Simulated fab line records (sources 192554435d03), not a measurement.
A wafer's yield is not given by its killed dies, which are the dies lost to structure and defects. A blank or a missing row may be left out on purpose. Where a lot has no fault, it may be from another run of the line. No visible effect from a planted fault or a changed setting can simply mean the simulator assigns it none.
Split-lot trial || flow n5 finfet || on a route of 1938 steps: 7 lots, 21 wafers read

## ABOUT THE SPLIT
At N5_BEOL_M13_ETCH_67 (etches SiARC in CF4, target depth 143 nm, time 238.3 s), the setting bias w was moved away from the recipe's 36 W on 9 of the 21 wafers read, by -17.7% to +16.8%. The other wafers ran this setting at the recipe's value.

The split's own step is where the reading is taken.

## THE READING
rf vpp V, in V, at N5_BEOL_M13_ETCH_67 (etches SiARC in CF4, target depth 143 nm, time 238.3 s). A value of 184.4 V with a standard deviation of 1.3 V is what fault-free wafers of this fab line usually give.

{"wafer": "L075.1", "tool, chamber at the split": "rie diel-05, 0", "bias w as run, W": 36, "against the recipe": "recipe", "rf vpp V, V": 182.8, "against lot-mates on the recipe": "-"}
{"wafer": "L075.2", "tool, chamber at the split": "rie diel-05, 1", "bias w as run, W": 36, "against the recipe": "recipe", "rf vpp V, V": 183.4, "against lot-mates on the recipe": "-"}
{"wafer": "L075.3", "tool, chamber at the split": "rie diel-05, 3", "bias w as run, W": 36, "against the recipe": "recipe", "rf vpp V, V": 185.8, "against lot-mates on the recipe": "-"}
{"wafer": "L076.4", "tool, chamber at the split": "rie diel-01, 0", "bias w as run, W": 29.63, "against the recipe": "-17.7%", "rf vpp V, V": 163.2, "against lot-mates on the recipe": -21.4}
{"wafer": "L076.5", "tool, chamber at the split": "rie diel-01, 2", "bias w as run, W": 29.63, "against the recipe": "-17.7%", "rf vpp V, V": 160.9, "against lot-mates on the recipe": -23.7}
{"wafer": "L076.6", "tool, chamber at the split": "rie diel-01, 3", "bias w as run, W": 36, "against the recipe": "recipe", "rf vpp V, V": 184.6, "against lot-mates on the recipe": "-"}
{"wafer": "L080.1", "tool, chamber at the split": "rie diel-01, 2", "bias w as run, W": 32.34, "against the recipe": "-10.2%", "rf vpp V, V": 169.4, "against lot-mates on the recipe": "no lot-mate on the recipe"}
{"wafer": "L080.2", "tool, chamber at the split": "rie diel-01, 1", "bias w as run, W": 32.34, "against the recipe": "-10.2%", "rf vpp V, V": 173.3, "against lot-mates on the recipe": "no lot-mate on the recipe"}
{"wafer": "L080.5", "tool, chamber at the split": "rie diel-01, 1", "bias w as run, W": 32.34, "against the recipe": "-10.2%", "rf vpp V, V": 172.8, "against lot-mates on the recipe": "no lot-mate on the recipe"}
{"wafer": "L077.1", "tool, chamber at the split": "rie diel-01, 3", "bias w as run, W": 42.06, "against the recipe": "+16.8%", "rf vpp V, V": 202.6, "against lot-mates on the recipe": "+18.3"}
{"wafer": "L077.3", "tool, chamber at the split": "rie diel-01, 0", "bias w as run, W": 42.06, "against the recipe": "+16.8%", "rf vpp V, V": 205.1, "against lot-mates on the recipe": "+20.8"}
{"wafer": "L077.6", "tool, chamber at the split": "rie diel-01, 3", "bias w as run, W": 36, "against the recipe": "recipe", "rf vpp V, V": 184.3, "against lot-mates on the recipe": "-"}
{"wafer": "L082.3", "tool, chamber at the split": "rie diel-05, 3", "bias w as run, W": 36, "against the recipe": "recipe", "rf vpp V, V": 185.3, "against lot-mates on the recipe": "-"}
{"wafer": "L082.4", "tool, chamber at the split": "rie diel-05, 3", "bias w as run, W": 36, "against the recipe": "recipe", "rf vpp V, V": 185.1, "against lot-mates on the recipe": "-"}
{"wafer": "L082.6", "tool, chamber at the split": "rie diel-05, 0", "bias w as run, W": 40.26, "against the recipe": "+11.8%", "rf vpp V, V": 196.5, "against lot-mates on the recipe": "+11.3"}
{"wafer": "L087.1", "tool, chamber at the split": "rie diel-01, 0", "bias w as run, W": 30.99, "against the recipe": "-13.9%", "rf vpp V, V": 169.4, "against lot-mates on the recipe": -15.0}
{"wafer": "L087.4", "tool, chamber at the split": "rie diel-01, 2", "bias w as run, W": 36, "against the recipe": "recipe", "rf vpp V, V": 183.9, "against lot-mates on the recipe": "-"}
{"wafer": "L087.5", "tool, chamber at the split": "rie diel-01, 3", "bias w as run, W": 36, "against the recipe": "recipe", "rf vpp V, V": 184.9, "against lot-mates on the recipe": "-"}
{"wafer": "L095.1", "tool, chamber at the split": "rie diel-06, 3", "bias w as run, W": 36, "against the recipe": "recipe", "rf vpp V, V": 183.1, "against lot-mates on the recipe": "-"}
{"wafer": "L095.3", "tool, chamber at the split": "rie diel-06, 0", "bias w as run, W": 36, "against the recipe": "recipe", "rf vpp V, V": 185.1, "against lot-mates on the recipe": "-"}
{"wafer": "L095.6", "tool, chamber at the split": "rie diel-06, 3", "bias w as run, W": 36, "against the recipe": "recipe", "rf vpp V, V": 184.4, "against lot-mates on the recipe": "-"}

FIT RESULTS
A straight line over all 21 wafers: rf vpp V changes by +1.18 V for each +1% of bias w; r = +0.99; the points scatter about the line by 1.3 V.
The same after taking each lot's own level away (the mean of its wafers on the recipe; 18 wafers): +1.18 V for each +1%; r = +0.99; scatter 1.3 V.
That fit puts the effect of the largest move of bias w on the reading at 21 V.
From 184.00 to 185.20 V: that is the span of the lots' own levels, equal to 0.9 times the standard deviation above.
So the lot-to-lot level changes the slope little: the two slopes agree.
Check: with one of the wafers moved furthest among these (-17.7%) left out of the fit, the line predicts -21 V for it against its lot-mates. It came out at -21.4 V against them.
Tool readings at the split's step, against how far the setting was moved: rf vpp V r = +0.99.

## OTHER SPLITS APPLIED TO THESE WAFERS
Note: prior to the reading, these wafers also went through further splits. Each is held against what the fit with the lots' levels taken away leaves over:
{"other split on the same wafers": "N5_BEOL_M9_ETCH_62 time s", "wafers away from the commonest value": 7, "r with rf vpp V (lot level and that fit taken away)": "+0.18"}
{"other split on the same wafers": "N5_BEOL_M12_COAT_04 spin rpm", "wafers away from the commonest value": 9, "r with rf vpp V (lot level and that fit taken away)": "+0.10"}
{"other split on the same wafers": "N5_BEOL_M12_PEB_08 peb time s", "wafers away from the commonest value": 10, "r with rf vpp V (lot level and that fit taken away)": "+0.15"}
{"other split on the same wafers": "N5_BEOL_M12_ETCH_38 time s", "wafers away from the commonest value": 4, "r with rf vpp V (lot level and that fit taken away)": -0.04}

## THE FILE'S OWN FIT
rf vpp V changes by +1.15 V for each +1% of bias w, r = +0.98.
